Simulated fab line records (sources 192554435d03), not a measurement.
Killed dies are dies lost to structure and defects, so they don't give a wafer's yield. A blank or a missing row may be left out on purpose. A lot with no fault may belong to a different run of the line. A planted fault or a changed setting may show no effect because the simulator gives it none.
Matching of chambers | flow n5-finfet | N5_GATE_CUT_ETCH_58 on rie-diel-03: 4 sister chambers
The step etches SiNx in CH3F/O2, target depth 17 nm, time 128.6 s. 16 wafers are shown with their chamber, then 8 later ones without.

== EACH WAFER AND ITS CHAMBER ==
wafer  | chamber | drypump-motor-current-A (A) | oes-product-au (a.u.) | O2_flow_sccm (sccm)
L074.1 | 0       | 5.2                         | 0.75                  | 20.05
L074.4 | 2       | 6.0                         | 0.74                  | 19.98
L074.5 | 0       | 5.2                         | 0.75                  | 19.97
L075.3 | 1       | 5.9                         | 0.77                  | 20.00
L075.4 | 0       | 5.2                         | 0.75                  | 19.99
L075.6 | 3       | 5.7                         | 0.96                  | 20.00
L078.2 | 1       | 5.9                         | 0.77                  | 19.95
L078.4 | 0       | 5.2                         | 0.75                  | 20.07
L078.5 | 0       | 5.3                         | 0.76                  | 20.02
L079.2 | 3       | 5.8                         | 0.94                  | 20.01
L079.3 | 0       | 5.2                         | 0.75                  | 20.07
L079.5 | 0       | 5.3                         | 0.75                  | 19.95
L087.2 | 3       | 5.7                         | 0.91                  | 19.95
L087.4 | 1       | 5.9                         | 0.75                  | 20.05
L087.5 | 2       | 6.0                         | 0.74                  | 19.97
L088.1 | 2       | 6.0                         | 0.73                  | 19.95

SIGNATURES (averages over the wafers above)
reading                 | chamber 0 | chamber 1 | chamber 2 | chamber 3 | scatter within a chamber
drypump-motor-current-A | 5.229     | 5.900     | 6.000     | 5.733     | 0.0418
oes-product-au          | 0.7514    | 0.7633    | 0.7367    | 0.9367    | 0.0119
O2_flow_sccm            | 20.0171   | 20.0000   | 19.9667   | 19.9867   | 0.0425
Rule: a wafer lies at a distance from a chamber equal to the root of the sum of squares, over the readings, of (its reading less the chamber's mean, divided by the reading's scatter). If the next closest chamber is less than 2 further off than the closest, the wafer can't be placed; otherwise it belongs to the closest. The scatter is the square root of a quotient: the sum, over the shown wafers, of each reading's squared deviation from its chamber's mean, divided by wafers minus chambers.

== WAFERS MISSING THEIR CHAMBER ==
wafer  | drypump-motor-current-A (A) | oes-product-au (a.u.) | O2_flow_sccm (sccm)
L088.2 | 5.9                         | 0.76                  | 20.01
L088.5 | 5.9                         | 0.76                  | 20.00
L089.3 | 6.0                         | 0.74                  | 20.10
L089.4 | 5.9                         | 0.75                  | 20.00
L089.5 | 5.3                         | 0.73                  | 19.96
L093.1 | 6.0                         | 0.73                  | 19.99
L093.4 | 5.9                         | 0.74                  | 20.10
L093.5 | 6.0                         | 0.72                  | 19.97

== EACH ONE'S CHAMBER ==
wafer  | from the rows above     | in truth
L088.2 | 1                       | 1
L088.5 | 1                       | 1
L089.3 | can't be placed: 2 or 1 | 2
L089.4 | can't be placed: 1 or 2 | 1
L089.5 | 0                       | 0
L093.1 | 2                       | 2
L093.4 | can't be placed: 1 or 2 | 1
L093.5 | 2                       | 2
5 of 8 placed correctly. These rows do not allow placing 3 (true chamber among the candidates in 3). 0 placed wrongly.
